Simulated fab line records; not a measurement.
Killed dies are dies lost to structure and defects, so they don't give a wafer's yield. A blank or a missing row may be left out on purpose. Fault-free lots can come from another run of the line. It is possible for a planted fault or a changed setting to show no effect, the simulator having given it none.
Which tool is to blame? + flow nand harc + 11 lots with 33 wafers sampled at 6 steps, on a route of 1302 steps

## WHAT EACH GAUGE READ, for each wafer
NHARC_P_CONTACT_CD_MEAS_12: target cd 90 nm. Usual: cd nm 90.1 nm, standard deviation 0.8.
| lot  | measured     | on        | cd nm (nm)     | flag |
|------|--------------|-----------|----------------|------|
| L795 | day 6 03:26  | cd sem-03 | 91.3 91.4 91.7 |      |
| L796 | day 6 11:08  | cd sem-01 | 89.5 89.7 88.8 |      |
| L797 | day 6 16:40  | cd sem-02 | 90.6 89.5 89.8 |      |
| L798 | day 7 10:51  | cd sem-01 | 90.0 89.3 90.4 |      |
| L799 | day 7 13:06  | cd sem-01 | 89.0 89.7 89.2 |      |
| L800 | day 8 01:48  | cd sem-03 | 91.2 89.8 90.7 |      |
| L806 | day 10 16:05 | cd sem-02 | 90.7 91.1 90.3 |      |
| L810 | day 12 00:15 | cd sem-03 | 87.5 91.0 90.7 |      |
| L816 | day 14 17:17 | cd sem-02 | 90.0 89.5 89.5 |      |
| L817 | day 15 01:45 | cd sem-03 | 89.6 89.2 91.0 |      |
| L818 | day 15 07:53 | cd sem-02 | 88.6 89.9 88.6 |      |

NHARC_END_SORT_01. Usual: killed at array 54, standard deviation 21; killed at other 0.9, standard deviation 1.1; killed at periphery 3.5, standard deviation 2.5; killed dies 58, standard deviation 21; killed open 3.3, standard deviation 1.9; killed short 2.6, standard deviation 1.8.
| lot  | measured     | on        | killed at array | killed at other | killed at periphery | killed dies | killed open | killed short | flag |
|------|--------------|-----------|-----------------|-----------------|---------------------|-------------|-------------|--------------|------|
| L810 | day 30 18:04 | prober-01 | 46 24 54        | 0 0 1           | 10 8 3              | 56 32 58    | 4 3 2       | 0 2 2        |      |

## TOOL THAT RAN EACH LOT (tool first, then ch and the chambers of the sampled wafers, then the start)
| lot  | NHARC_P_GATE_STRIP_95                | NHARC_P_GATE_RTA_80              | NHARC_P_CONTACT_DEVELOP_11        | NHARC_P_CONTACT_ETCH_35            |
|------|--------------------------------------|----------------------------------|-----------------------------------|------------------------------------|
| L795 | plasma asher-01 ch 0,1, day 5 23:58  | rtp anneal-02 ch 0, day 6 01:09  | litho track-04 ch 0, day 6 03:00  | rie diel-05 ch 1,2, day 6 03:43    |
| L796 | plasma asher-01 ch 0,1, day 6 07:43  | rtp anneal-02 ch 0, day 6 08:53  | litho track-06 ch 0, day 6 11:00  | rie diel-07 ch 0,1,3, day 6 11:25  |
| L797 | plasma asher-02 ch 0,1, day 6 13:16  | rtp anneal-01 ch 0, day 6 14:27  | litho track-06 ch 0, day 6 16:00  | rie diel-05 ch 0,2, day 6 16:56    |
| L798 | plasma asher-02 ch 0,1, day 7 07:25  | rtp anneal-02 ch 0, day 7 08:39  | litho track-01 ch 0, day 7 10:00  | rie diel-05 ch 0,3, day 7 11:07    |
| L799 | plasma asher-02 ch 0,1, day 7 09:33  | rtp anneal-01 ch 0, day 7 10:50  | litho track-06 ch 0, day 7 13:00  | rie diel-11 ch 0,2,3, day 7 13:22  |
| L800 | plasma asher-02 ch 0,1, day 7 22:20  | rtp anneal-01 ch 0, day 7 23:35  | litho track-04 ch 0, day 8 01:00  | rie diel-07 ch 0,2,3, day 8 02:05  |
| L806 | plasma asher-01 ch 0,1, day 10 12:26 | rtp anneal-02 ch 0, day 10 13:50 | litho track-04 ch 0, day 10 15:00 | rie diel-07 ch 0,1, day 10 16:21   |
| L810 | plasma asher-02 ch 0,1, day 11 20:49 | rtp anneal-01 ch 0, day 11 22:01 | litho track-01 ch 0, day 12 00:00 | rie diel-07 ch 0,1,3, day 12 00:31 |
| L816 | plasma asher-01 ch 0,1, day 14 13:52 | rtp anneal-01 ch 0, day 14 15:04 | litho track-06 ch 0, day 14 17:00 | rie diel-11 ch 0,1,3, day 14 17:34 |
| L817 | plasma asher-02 ch 0,1, day 14 22:27 | rtp anneal-02 ch 0, day 14 23:37 | litho track-01 ch 0, day 15 01:00 | rie diel-07 ch 0,1, day 15 02:02   |
| L818 | plasma asher-01 ch 0,1, day 15 04:28 | rtp anneal-02 ch 0, day 15 05:41 | litho track-06 ch 0, day 15 07:00 | rie diel-07 ch 0,1, day 15 08:11   |
- NHARC_P_GATE_STRIP_95: strips in O2.
- NHARC_P_GATE_RTA_80: time 30 s.
- NHARC_P_CONTACT_DEVELOP_11: develop time 35 s.
- NHARC_P_CONTACT_ETCH_35: etches the open film in CF4, target depth 39 nm, time 65 s.

## AS READ BY THE TOOLS THEMSELVES (means over the sampled wafers that have a number; for cases with no such wafer, the mark the record gives instead)
NHARC_P_GATE_STRIP_95. Usual: drypump motor current A 5.53 A, standard deviation 0.2; heater power w 339 W, standard deviation 40; temp c 250.00 C, standard deviation 0.17.
| lot  | tool            | drypump motor current A (A) | heater power w (W) | temp c (C) | flag |
|------|-----------------|-----------------------------|--------------------|------------|------|
| L795 | plasma asher-01 | 5.73                        | 304                | 249.91     |      |
| L796 | plasma asher-01 | 5.72                        | 315                | 249.98     |      |
| L797 | plasma asher-02 | 5.33                        | 370                | 250.05     |      |
| L798 | plasma asher-02 | 5.37                        | 365                | 250.06     |      |
| L799 | plasma asher-02 | 5.35                        | 375                | 250.07     |      |
| L800 | plasma asher-02 | 5.38                        | 362                | 249.89     |      |
| L806 | plasma asher-01 | 5.71                        | 312                | 250.07     |      |
| L810 | plasma asher-02 | 5.36                        | 373                | 250.10     |      |
| L816 | plasma asher-01 | 5.70                        | 317                | 250.06     |      |
| L817 | plasma asher-02 | 5.34                        | 394                | 250.05     |      |
| L818 | plasma asher-01 | 5.70                        | 316                | 250.08     |      |

NHARC_P_GATE_RTA_80. Usual: wafer_temp_C_max 301.3, standard deviation 0.3.
| lot  | tool          | wafer_temp_C_max | flag |
|------|---------------|------------------|------|
| L795 | rtp anneal-02 | 301.4            |      |
| L796 | rtp anneal-02 | 301.3            |      |
| L797 | rtp anneal-01 | 301.6            |      |
| L798 | rtp anneal-02 | 301.4            |      |
| L799 | rtp anneal-01 | 301.2            |      |
| L800 | rtp anneal-01 | 301.4            |      |
| L806 | rtp anneal-02 | 301.2            |      |
| L810 | rtp anneal-01 | 301.4            |      |
| L816 | rtp anneal-01 | 301.4            |      |
| L817 | rtp anneal-02 | 301.2            |      |
| L818 | rtp anneal-02 | 301.6            |      |

NHARC_P_CONTACT_ETCH_35. Usual: cf4 flow sccm 150.0 sccm (standard deviation 0.44); chamber pressure mTorr 50.00 mTorr (standard deviation 0.046); drypump motor current A 5.74 A (standard deviation 0.29); oes product au 1.000 a.u. (standard deviation 0.013); rf vpp V 151.5 V (standard deviation 1.1); showerhead plenum p Torr 1.79 Torr (standard deviation 0.061); throttle valve pct 13.283 % (standard deviation 0.0095).
| lot  | tool        | cf4 flow sccm (sccm) | chamber pressure mTorr (mTorr) | drypump motor current A (A) | oes product au (a.u.) | rf vpp V (V) | showerhead plenum p Torr (Torr) | throttle valve pct (%) | flag |
|------|-------------|----------------------|--------------------------------|-----------------------------|-----------------------|--------------|---------------------------------|------------------------|------|
| L795 | rie diel-05 | 149.8                | 50.03                          | 5.82                        | 1.007                 | 152.6        | 1.85                            | 13.277                 |      |
| L796 | rie diel-07 | 150.1                | 49.97                          | 5.83                        | 0.981                 | 152.1        | 1.81                            | 13.284                 |      |
| L797 | rie diel-05 | 150.2                | 50.03                          | 5.73                        | 1.002                 | 152.5        | 1.85                            | 13.274                 |      |
| L798 | rie diel-05 | 149.6                | 50.00                          | 5.45                        | 1.001                 | 151.4        | 1.78                            | 13.287                 |      |
| L799 | rie diel-11 | 149.7                | 50.00                          | 5.85                        | 1.001                 | 151.5        | 1.78                            | 13.284                 |      |
| L800 | rie diel-07 | 149.8                | 49.98                          | 5.84                        | 1.002                 | 151.0        | 1.80                            | 13.287                 |      |
| L806 | rie diel-07 | 150.0                | 50.02                          | 5.86                        | 0.985                 | 152.2        | 1.84                            | 13.280                 |      |
| L810 | rie diel-07 | 150.1                | 50.02                          | 5.82                        | 1.005                 | 152.2        | 1.81                            | 13.288                 |      |
| L816 | rie diel-11 | 149.6                | 49.99                          | 5.75                        | 1.001                 | 150.3        | 1.76                            | 13.279                 |      |
| L817 | rie diel-07 | 149.7                | 49.99                          | 5.70                        | 0.995                 | 151.6        | 1.80                            | 13.278                 |      |
| L818 | rie diel-07 | 150.3                | 50.02                          | 5.89                        | 1.005                 | 152.3        | 1.84                            | 13.287                 |      |

## THE ANSWER, worked out from the rows above alone
Rule: a lot is off if the mean of its wafers that have a number lies more than 3 standard deviations from the usual mean. Also off: a lot with no number at a reading for which 4 or more lots have one. All remaining lots with rows at the step are treated as sound. Order of review: gauges by route order, followed by the tools' own readings, for which a lot's mean as printed above is used. The first step at which some lot is off is used, and at that step the reading that is off furthest; a lot without a number counts as furthest.
None of the lots is off at any reading shown; this tells nothing.

## WHAT THE SIMULATOR PUT IN
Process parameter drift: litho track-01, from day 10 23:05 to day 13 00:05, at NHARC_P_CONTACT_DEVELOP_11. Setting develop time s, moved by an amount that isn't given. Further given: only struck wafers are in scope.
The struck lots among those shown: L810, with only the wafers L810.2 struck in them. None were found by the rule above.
